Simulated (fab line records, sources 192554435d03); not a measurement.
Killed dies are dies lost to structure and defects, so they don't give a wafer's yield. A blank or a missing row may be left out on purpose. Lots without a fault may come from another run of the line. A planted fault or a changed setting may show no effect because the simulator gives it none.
Problem report in the 8D (eight disciplines) form, filled by code | flow n5_finfet | the parts of the form that need people (team, actions taken, sign-off) are left out

1. THE PROBLEM
killed_at_M4_up at N5_PASSIVATION_PROBE_49 reads a mean of 94 on 5 wafers of 2 lots; wafers without a fault read 14 with a standard deviation of 5.6. That is +14 standard deviations from the usual mean.
First seen on wafer L317.5, day 14 20:06, on prober-02. The record holds 5 wafers of 2 lots with a number at this step. Rule for "out", or "out of limits": more than 4 standard deviations from the usual mean. The other wafers with a number count as sound.

2. WHAT IT IS AND WHAT IT IS NOT
question                    | is                     | is not
which readings at this step | killed_at_M4_up        | killed_at_contacts, killed_at_other, killed_open, killed_short, sort_bin_4_leakage, sort_bin_6_memory, sort_bin_8_speed
which lots                  | L317, L321             | -
which wafers of those lots  | all that have a number | -
read on which tools         | prober-02              | -
when                        | from day 14 20:06      | up to then (0 sound wafers)

3. SUSPECTS, AND WHAT RULES EACH OUT
Counting: a tool at a process step up to the reading stays a suspect if it ran every lot that is out and no sound lot after the first of them.
- ald_metal-04 at N5_BEOL_M7_ALD_77 (deposits TaN, target thk 2 nm, pulse time 2 s, purge time 3 s): kept. It ran every lot that is out, first L317 (day 11 17:28), and no sound lot after that.
- prober-02 at N5_PASSIVATION_PROBE_49: kept. It ran every lot that is out, first L317 (day 14 20:06), and no sound lot after that. Its own readings are out on those wafers: killed_at_M4_up.
Left after counting: ald_metal-04 at N5_BEOL_M7_ALD_77, prober-02 at N5_PASSIVATION_PROBE_49.

4. THE CAUSE (what the simulator had put in)
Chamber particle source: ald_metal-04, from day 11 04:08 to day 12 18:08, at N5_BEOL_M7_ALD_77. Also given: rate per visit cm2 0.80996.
Counting left 2 suspects, and this tool is among them.

5. THE CHAIN OF EFFECTS, in route order
Each row: a reading whose mean over the struck wafers that have a number lies more than 3 standard deviations from the usual. Only readings for which the record gives a usual standard deviation are gone through. hours: the time from each lot's start at the first step in this table that gives one to its start at this step, as a median over the lots. sigmas: the change in usual standard deviations.
hours | step                    | reading              | usual  | on struck wafers | change | sigmas
0     | N5_PASSIVATION_PROBE_49 | defect_limited_yield | 91.2 % | 85.0             | -6.2   | -4.1
0     | N5_PASSIVATION_PROBE_49 | killed_at_M4_up      | 14     | 94               | +80    | +14
0     | N5_PASSIVATION_PROBE_49 | killed_dies          | 104    | 177              | +73    | +4.3
0     | N5_PASSIVATION_PROBE_49 | sort_bin_5_function  | 5.2 %  | 9.3              | +4.1   | +4.3
0     | N5_PASSIVATION_PROBE_49 | sort_n_pass          | 1076   | 1003             | -73    | -4.3
0     | N5_PASSIVATION_PROBE_49 | sort_yield_pct       | 91.2 % | 85.0             | -6.2   | -4.1
The process steps in it:
- N5_PASSIVATION_PROBE_49

6. WHAT WOULD HAVE CAUGHT IT SOONER
In this record the first reading out of limits was taken at day 14 20:06, 88 hours after the fault began at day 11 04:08.
Of the tool readings at N5_BEOL_M7_ALD_77 for which the record gives a usual standard deviation, none was out on any struck wafer, so an alarm limit of 4 standard deviations on them would not have fired.
All the lots that are out (2) had begun N5_BEOL_M7_ALD_77 on ald_metal-04 by day 14 20:06. A hold on the tool at that time would have spared none of them.
